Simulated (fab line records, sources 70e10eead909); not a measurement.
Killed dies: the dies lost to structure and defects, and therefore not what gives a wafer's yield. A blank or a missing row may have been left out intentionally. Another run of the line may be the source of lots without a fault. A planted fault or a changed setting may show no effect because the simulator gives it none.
Which tool did it? :: flow nand-harc :: 36 wafers from 12 lots sampled at 2 of the route's 1302 steps

WHAT THE GAUGES SHOWED, per wafer
NHARC_P_STI_CD_MEAS_09: the cd target is 200 nm.
lot: L075
measured: day 3 08:07
on: cd-sem-02
cd-nm (nm): 201.1 201.3 199.5

lot: L077
measured: day 4 02:50
on: cd-sem-03
cd-nm (nm): 198.5 200.3 199.3

lot: L079
measured: day 4 21:37
on: cd-sem-02
cd-nm (nm): 197.3 199.5 201.5

lot: L081
measured: day 5 20:04
on: cd-sem-03
cd-nm (nm): 199.2 199.2 197.3

lot: L083
measured: day 6 13:05
on: cd-sem-01
cd-nm (nm): 201.3 197.3 202.6

lot: L085
measured: day 7 11:46
on: cd-sem-01
cd-nm (nm): 198.7 199.2 199.5

lot: L087
measured: day 8 06:35
on: cd-sem-03
cd-nm (nm): 202.7 200.2 200.6

lot: L089
measured: day 9 00:32
on: cd-sem-03
cd-nm (nm): 199.1 200.3 195.6

lot: L091
measured: day 9 21:25
on: cd-sem-01
cd-nm (nm): 197.9 198.3 200.7

lot: L093
measured: day 10 17:16
on: cd-sem-02
cd-nm (nm): 202.2 199.3 203.8

lot: L095
measured: day 11 13:53
on: cd-sem-01
cd-nm (nm): 201.7 200.5 200.8

lot: L097
measured: day 12 10:26
on: cd-sem-02
cd-nm (nm): 202.8 198.7 204.5

WHICH TOOL RAN EACH LOT (tool, then ch and the chambers of the sampled wafers, then the start)
lot: L075
NHARC_P_ZERO_WELL_RTA_42: rtp-anneal-02 ch 0, day 2 13:00

lot: L077
NHARC_P_ZERO_WELL_RTA_42: rtp-anneal-02 ch 0, day 3 09:02

lot: L079
NHARC_P_ZERO_WELL_RTA_42: rtp-anneal-02 ch 0, day 4 04:52

lot: L081
NHARC_P_ZERO_WELL_RTA_42: rtp-anneal-01 ch 0, day 5 05:01

lot: L083
NHARC_P_ZERO_WELL_RTA_42: rtp-anneal-02 ch 0, day 5 21:07

lot: L085
NHARC_P_ZERO_WELL_RTA_42: rtp-anneal-01 ch 0, day 6 16:52

lot: L087
NHARC_P_ZERO_WELL_RTA_42: rtp-anneal-01 ch 0, day 7 12:52

lot: L089
NHARC_P_ZERO_WELL_RTA_42: rtp-anneal-02 ch 0, day 8 09:16

lot: L091
NHARC_P_ZERO_WELL_RTA_42: rtp-anneal-01 ch 0, day 9 05:02

lot: L093
NHARC_P_ZERO_WELL_RTA_42: rtp-anneal-02 ch 0, day 10 01:16

lot: L095
NHARC_P_ZERO_WELL_RTA_42: rtp-anneal-01 ch 0, day 10 21:22

lot: L097
NHARC_P_ZERO_WELL_RTA_42: rtp-anneal-02 ch 0, day 11 17:01
- NHARC_P_ZERO_WELL_RTA_42: time 300 s.

THE ANSWER, worked out from the rows above alone
Rule: usual is defined by the lots themselves. Put in order of their means at a reading, lots are off if they are a third of the lots or fewer, leave a main group of 4 or more, and stand apart from it by a gap of 3 or more times the standard deviation of the main group's means; of several such gaps the widest counts. Not used: any main group whose means are identical at the precision the tables above print for the reading. A lot without any number at a reading at which 4 lots or more have one is off too. The other lots that the step has rows for count as sound.
Nothing can be told from this: no lot is off at any reading shown.

WHAT THE SIMULATOR PUT IN
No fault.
